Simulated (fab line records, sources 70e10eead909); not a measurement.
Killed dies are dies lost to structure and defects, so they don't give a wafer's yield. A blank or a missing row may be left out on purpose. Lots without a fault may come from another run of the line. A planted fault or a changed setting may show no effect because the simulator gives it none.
Chamber matching | flow nand_harc | NHARC_A_STAIRCASE_ETCH_444 on rie_diel-12: 4 sister chambers
The step etches the open film in C4F8/O2, target depth 20400 nm, time 6800 s. 18 wafers are shown with their chamber, then 9 later ones without.

WAFERS WITH THEIR CHAMBER
wafer  | chamber | rf_vpp_V (V) | oes_product_au (a.u.) | chamber_pressure_mTorr (mTorr)
L075.4 | 2       | 809          | 0.943                 | 24.993
L075.5 | 1       | 808          | 0.921                 | 24.997
L075.6 | 2       | 810          | 0.950                 | 24.996
L078.4 | 1       | 808          | 0.966                 | 25.012
L078.5 | 1       | 807          | 0.978                 | 24.996
L078.6 | 0       | 807          | 0.968                 | 25.011
L082.1 | 2       | 809          | 0.983                 | 24.998
L082.3 | 3       | 814          | 0.915                 | 25.008
L082.5 | 0       | 806          | 0.913                 | 24.985
L083.1 | 1       | 808          | 0.925                 | 25.015
L083.2 | 3       | 816          | 0.922                 | 24.979
L083.6 | 0       | 808          | 0.933                 | 25.007
L085.1 | 1       | 806          | 0.920                 | 24.983
L085.2 | 3       | 816          | 0.905                 | 25.021
L085.4 | 2       | 809          | 0.929                 | 24.993
L088.3 | 3       | 815          | 0.911                 | 24.986
L088.5 | 2       | 809          | 0.932                 | 24.999
L088.6 | 1       | 809          | 0.922                 | 25.029

SIGNATURES (means of the wafers above)
reading                | chamber 0 | chamber 1 | chamber 2 | chamber 3 | scatter within a chamber
rf_vpp_V               | 807.00    | 807.67    | 809.20    | 815.25    | 0.882
oes_product_au         | 0.93800   | 0.93867   | 0.94740   | 0.91325   | 0.0223
chamber_pressure_mTorr | 25.00100  | 25.00533  | 24.99580  | 24.99850  | 0.0144
Rule: a wafer's distance from a chamber is the root of the sum, over the readings, of the square of ((its reading less the chamber's mean) divided by the reading's scatter). The wafer belongs to the nearest chamber; if the next one is less than 2 further off, it can't be placed. The scatter: the root of (the sum of the squares of (reading less its chamber's mean) over the shown wafers, divided by (wafers less chambers)).

WAFERS WITHOUT THEIR CHAMBER
wafer  | rf_vpp_V (V) | oes_product_au (a.u.) | chamber_pressure_mTorr (mTorr)
L090.1 | 814          | 0.910                 | 24.965
L090.2 | 810          | 0.927                 | 24.998
L090.5 | 807          | 0.925                 | 24.956
L092.1 | 815          | 0.914                 | 25.008
L092.2 | 808          | 0.922                 | 24.974
L092.3 | 805          | 0.919                 | 25.012
L096.2 | 807          | 0.932                 | 24.989
L096.4 | 810          | 0.928                 | 24.966
L096.6 | 814          | 0.927                 | 25.023

WHICH CHAMBER EACH WENT THROUGH
wafer  | from the rows above          | in truth
L090.1 | 3                            | 3
L090.2 | can't be placed: 2 or 1      | 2
L090.5 | can't be placed: 0 or 1 or 2 | 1
L092.1 | 3                            | 3
L092.2 | can't be placed: 0 or 1 or 2 | 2
L092.3 | can't be placed: 0 or 1      | 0
L096.2 | can't be placed: 0 or 1 or 2 | 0
L096.4 | can't be placed: 2 or 1 or 0 | 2
L096.6 | 3                            | 3
Placed correctly: 3 of 9. Can't be placed from these rows: 6 (the true chamber is among the candidates in 6). Placed wrongly: 0.
